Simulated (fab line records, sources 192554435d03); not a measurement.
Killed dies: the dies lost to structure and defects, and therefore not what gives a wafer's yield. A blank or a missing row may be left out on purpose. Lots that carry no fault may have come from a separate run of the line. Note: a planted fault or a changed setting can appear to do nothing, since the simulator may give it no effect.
Lot-split experiment | flow n5-finfet | 21 wafers read from 7 lots, route of 1938 steps

## THE SPLIT
At N5_BEOL_M13_ETCH_68 (etches SOC in N2/H2, time 355 s), the setting time-s was moved away from the recipe's 355 s on 3 of the 21 wafers read, by -14.5% to +8.1%. All remaining wafers had this setting at the recipe value.

The split's own step is where the reading is taken.

## THE READING
SiARC_of_BEOL_M13_COAT_66.thk-nm (the simulator's own value, which no gauge read), in nm, at N5_BEOL_M13_ETCH_68 (etches SOC in N2/H2, time 355 s). There is no usual value for it anywhere in the file. Average 76.6 nm, standard deviation 0.7 nm, over the 18 wafers here run with the recipe.

wafer  | tool, chamber at the split | time-s as run, s | against the recipe | SiARC_of_BEOL_M13_COAT_66.thk-nm, nm | against lot-mates on the recipe
L076.1 | rie-diel-05, 1             | 355              | recipe             | 75.8                                 | -
L076.2 | rie-diel-05, 3             | 355              | recipe             | 76.6                                 | -
L076.6 | rie-diel-05, 2             | 355              | recipe             | 76.8                                 | -
L074.3 | rie-diel-05, 1             | 355              | recipe             | 75.8                                 | -
L074.4 | rie-diel-05, 2             | 383.8            | +8.1%              | 73.8                                 | -2.5
L074.6 | rie-diel-05, 2             | 355              | recipe             | 76.8                                 | -
L078.1 | rie-diel-05, 2             | 355              | recipe             | 75.6                                 | -
L078.3 | rie-diel-05, 1             | 355              | recipe             | 75.8                                 | -
L078.5 | rie-diel-05, 3             | 355              | recipe             | 76.4                                 | -
L086.3 | rie-diel-06, 3             | 355              | recipe             | 78.4                                 | -
L086.4 | rie-diel-06, 1             | 355              | recipe             | 76.4                                 | -
L086.5 | rie-diel-06, 0             | 355              | recipe             | 76.8                                 | -
L095.4 | rie-diel-05, 3             | 355              | recipe             | 77.2                                 | -
L095.5 | rie-diel-05, 0             | 355              | recipe             | 77                                   | -
L095.6 | rie-diel-05, 3             | 355              | recipe             | 77.4                                 | -
L093.4 | rie-diel-03, 3             | 355              | recipe             | 76.2                                 | -
L093.5 | rie-diel-03, 2             | 355              | recipe             | 77.4                                 | -
L093.6 | rie-diel-03, 1             | 355              | recipe             | 76                                   | -
L097.1 | rie-diel-06, 0             | 355              | recipe             | 77                                   | -
L097.3 | rie-diel-06, 3             | 303.7            | -14.5%             | 83                                   | +6.0
L097.6 | rie-diel-06, 3             | 303.7            | -14.5%             | 83.2                                 | +6.2

THE FIT
A straight line over all 21 wafers: SiARC_of_BEOL_M13_COAT_66.thk-nm changes by -0.432 nm for each +1% of time-s; r = -0.95; the points scatter about the line by 0.7 nm.
The same after taking each lot's own level away (the mean of its wafers on the recipe; 21 wafers): -0.404 nm for each +1%; r = -0.97; scatter 0.54 nm.
On that fit, the largest move of time-s shifts the reading by 5.8 nm.
The span of the lots' own levels, 75.93 to 77.20 nm, comes to 1.8 times the standard deviation stated above.
The two slopes agree, so the slope changes little with the lot-to-lot level.
Check: with one of the wafers moved furthest among these (-14.5%) left out of the fit, the line predicts +5.82 nm for it against its lot-mates. Against them it came out at +6 nm.

## ADDITIONAL SPLITS CARRIED BY THESE WAFERS
Other splits were also applied to these wafers ahead of the reading. Each is held against what the fit with the lots' levels taken away leaves over:
other split on the same wafers    | wafers away from the commonest value | r with SiARC_of_BEOL_M13_COAT_66.thk-nm (lot level and that fit taken away)
N5_BEOL_M10_ILD_DEP_00 time-s     | 9                                    | +0.03
N5_BEOL_M10_COAT_22 spin-rpm      | 7                                    | -0.43
N5_BEOL_M10_PEB_26 peb-time-s     | 3                                    | +0.18
N5_BEOL_M11_VIA_ETCH_34 time-s    | 13                                   | -0.04
N5_BEOL_M11_TRENCH_ETCH_37 time-s | 9                                    | +0.31
N5_BEOL_M12_SPUTTER_43 time-s     | 8                                    | +0.05

## FILE'S OWN FIT
SiARC_of_BEOL_M13_COAT_66.thk-nm changes by -0.395 nm for each +1% of time-s, r = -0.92.
